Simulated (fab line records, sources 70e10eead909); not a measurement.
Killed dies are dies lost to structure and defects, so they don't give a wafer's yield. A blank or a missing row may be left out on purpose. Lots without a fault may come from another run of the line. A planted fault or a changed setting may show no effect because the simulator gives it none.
Which tool did it? | flow nand_harc | 12 lots, 36 wafers sampled, at 4 steps of a route of 1159

WHAT THE GAUGES READ, wafer by wafer
NHARC_P_ZERO_WELL_CD_MEAS_24: target cd 720 nm.
lot  | measured    | on        | cd_nm (nm)
L687 | day 1 20:29 | cd_sem-03 | 717.1 723.5 718.7
L688 | day 2 02:38 | cd_sem-03 | 721.6 721.4 722.6
L689 | day 2 08:37 | cd_sem-03 | 721.4 721.8 720.5
L691 | day 2 20:30 | cd_sem-02 | 719.8 721.6 721.4
L692 | day 3 02:32 | cd_sem-01 | 717.6 717.9 721.1
L694 | day 3 14:31 | cd_sem-03 | 721.3 718.3 723.2
L695 | day 3 20:59 | cd_sem-03 | 720.6 721.3 720.4
L696 | day 4 02:37 | cd_sem-01 | 714.0 714.2 713.9
L699 | day 4 20:29 | cd_sem-03 | 719.8 718.2 721.0
L706 | day 6 14:43 | cd_sem-01 | 722.2 724.7 723.5
L707 | day 6 20:23 | cd_sem-02 | 719.9 722.3 720.7
L709 | day 7 08:28 | cd_sem-02 | 721.5 720.6 717.9

NHARC_P_STI_INSPECT_25.
lot  | measured    | on                | raw_defect_count
L687 | day 4 00:05 | defect_inspect-01 | 204 268 274
L688 | day 4 08:20 | defect_inspect-01 | 237 208 157
L689 | day 4 16:22 | defect_inspect-01 | 233 154 258
L691 | day 5 00:18 | defect_inspect-02 | 157 139 125
L692 | day 5 05:25 | defect_inspect-01 | 151 145 387
L694 | day 5 14:29 | defect_inspect-01 | 208 306 237
L695 | day 5 22:04 | defect_inspect-02 | 162 199 117
L696 | day 6 04:07 | defect_inspect-02 | 228 295 116
L699 | day 6 21:35 | defect_inspect-01 | 277 119 190
L706 | day 8 12:26 | defect_inspect-01 | 136 143 110
L707 | day 9 02:12 | defect_inspect-02 | 276 166 274
L709 | day 9 10:56 | defect_inspect-01 | 267 153 324

WHICH TOOL RAN EACH LOT (tool, then ch and the chambers of the sampled wafers, then the start)
lot  | NHARC_P_ZERO_WELL_EXPOSE_21      | NHARC_P_ZERO_WELL_DESCUM_54
L687 | krf_scanner-02 ch 0, day 1 20:19 | rie_diel-07 ch 0,1,3, day 1 23:47
L688 | krf_scanner-02 ch 0, day 2 02:29 | rie_diel-04 ch 1,2,3, day 2 06:05
L689 | krf_scanner-01 ch 0, day 2 08:28 | rie_diel-09 ch 0,1,3, day 2 12:04
L691 | krf_scanner-03 ch 0, day 2 20:21 | rie_diel-07 ch 0,2,3, day 2 23:57
L692 | krf_scanner-02 ch 0, day 3 02:22 | rie_diel-09 ch 0,3, day 3 05:59
L694 | krf_scanner-03 ch 0, day 3 14:22 | rie_diel-07 ch 0,3, day 3 17:54
L695 | krf_scanner-01 ch 0, day 3 20:50 | rie_diel-09 ch 1,2,3, day 4 00:28
L696 | krf_scanner-02 ch 0, day 4 02:27 | rie_diel-07 ch 0,1, day 4 05:59
L699 | krf_scanner-01 ch 0, day 4 20:19 | rie_diel-04 ch 0,2, day 5 03:40
L706 | krf_scanner-02 ch 0, day 6 14:32 | rie_diel-09 ch 0,1,3, day 6 18:06
L707 | krf_scanner-02 ch 0, day 6 20:14 | rie_diel-07 ch 1,2, day 6 23:50
L709 | krf_scanner-02 ch 0, day 7 08:19 | rie_diel-07 ch 0,1,2, day 7 11:54
- NHARC_P_ZERO_WELL_EXPOSE_21: exposes mask P NWELL, target cd 720 nm.
- NHARC_P_ZERO_WELL_DESCUM_54: chemistry O2, time 3 s.

WHAT THE TOOLS THEMSELVES READ (means of the sampled wafers that have a number; where no wafer has one, the mark that the record gives instead)
NHARC_P_ZERO_WELL_EXPOSE_21.
lot  | tool           | reticle_temp_C (C) | stage_vel_mm_s (mm/s)
L687 | krf_scanner-02 | 23.06              | 500.10
L688 | krf_scanner-02 | 22.88              | 500.18
L689 | krf_scanner-01 | 23.03              | 499.86
L691 | krf_scanner-03 | 22.92              | 499.87
L692 | krf_scanner-02 | 23.13              | 499.89
L694 | krf_scanner-03 | 23.02              | 500.06
L695 | krf_scanner-01 | 23.07              | 500.00
L696 | krf_scanner-02 | 23.08              | 499.72
L699 | krf_scanner-01 | 23.01              | 500.30
L706 | krf_scanner-02 | 22.96              | 499.86
L707 | krf_scanner-02 | 22.85              | 500.30
L709 | krf_scanner-02 | 23.04              | 499.88

NHARC_P_ZERO_WELL_DESCUM_54.
lot  | tool        | drypump_motor_current_A (A) | oes_product_au (a.u.) | rf_vpp_V (V) | showerhead_plenum_p_Torr (Torr) | throttle_valve_pct (%)
L687 | rie_diel-07 | 5.4                         | 1.001                 | 58.0         | 1.90                            | 11.314
L688 | rie_diel-04 | 5.9                         | 1.010                 | 57.4         | 1.90                            | 11.308
L689 | rie_diel-09 | 6.2                         | 0.993                 | 57.8         | 1.93                            | 11.309
L691 | rie_diel-07 | 5.6                         | 0.989                 | 57.9         | 1.81                            | 11.305
L692 | rie_diel-09 | 6.2                         | 1.009                 | 57.5         | 1.87                            | 11.313
L694 | rie_diel-07 | 5.6                         | 0.997                 | 57.4         | 1.82                            | 11.311
L695 | rie_diel-09 | 6.0                         | 0.993                 | 58.1         | 1.92                            | 11.312
L696 | rie_diel-07 | 5.5                         | 0.998                 | 57.9         | 1.89                            | 11.316
L699 | rie_diel-04 | 5.9                         | 0.989                 | 58.2         | 1.95                            | 11.314
L706 | rie_diel-09 | 6.1                         | 0.996                 | 57.3         | 1.93                            | 11.307
L707 | rie_diel-07 | 5.4                         | 1.004                 | 57.8         | 1.89                            | 11.305
L709 | rie_diel-07 | 5.4                         | 0.991                 | 57.6         | 1.89                            | 11.311

THE ANSWER, worked out from the rows above alone
Rule: what is usual is taken from the lots themselves. Put in order of their means at a reading, lots are off if they are a third of the lots or fewer, leave a main group of 4 or more, and stand apart from it by a gap of 3 or more times the standard deviation of the main group's means; of several such gaps the widest counts. A main group whose means are all the same, to the digits that the tables above print for the reading, isn't used. A lot without any number at a reading at which 4 lots or more have one is off too. The other lots that the step has rows for count as sound. The gauges are gone through in route order, then the tools' own readings, and for those a lot's mean is taken as printed above. The first step at which some lot is off is used, and at that step the reading that is off furthest; a lot without a number counts as furthest.
Off: L696, at NHARC_P_ZERO_WELL_CD_MEAS_24 (cd_nm). The main group: mean 720.8 nm, standard deviation 1.2.
A tool fits if, at a process step before that reading, it ran every lot that is off, and no sound lot after the first of them. The gauges at NHARC_P_ZERO_WELL_CD_MEAS_24 are tried like those tools. None of those tried fits.

WHAT THE SIMULATOR HAD PUT IN
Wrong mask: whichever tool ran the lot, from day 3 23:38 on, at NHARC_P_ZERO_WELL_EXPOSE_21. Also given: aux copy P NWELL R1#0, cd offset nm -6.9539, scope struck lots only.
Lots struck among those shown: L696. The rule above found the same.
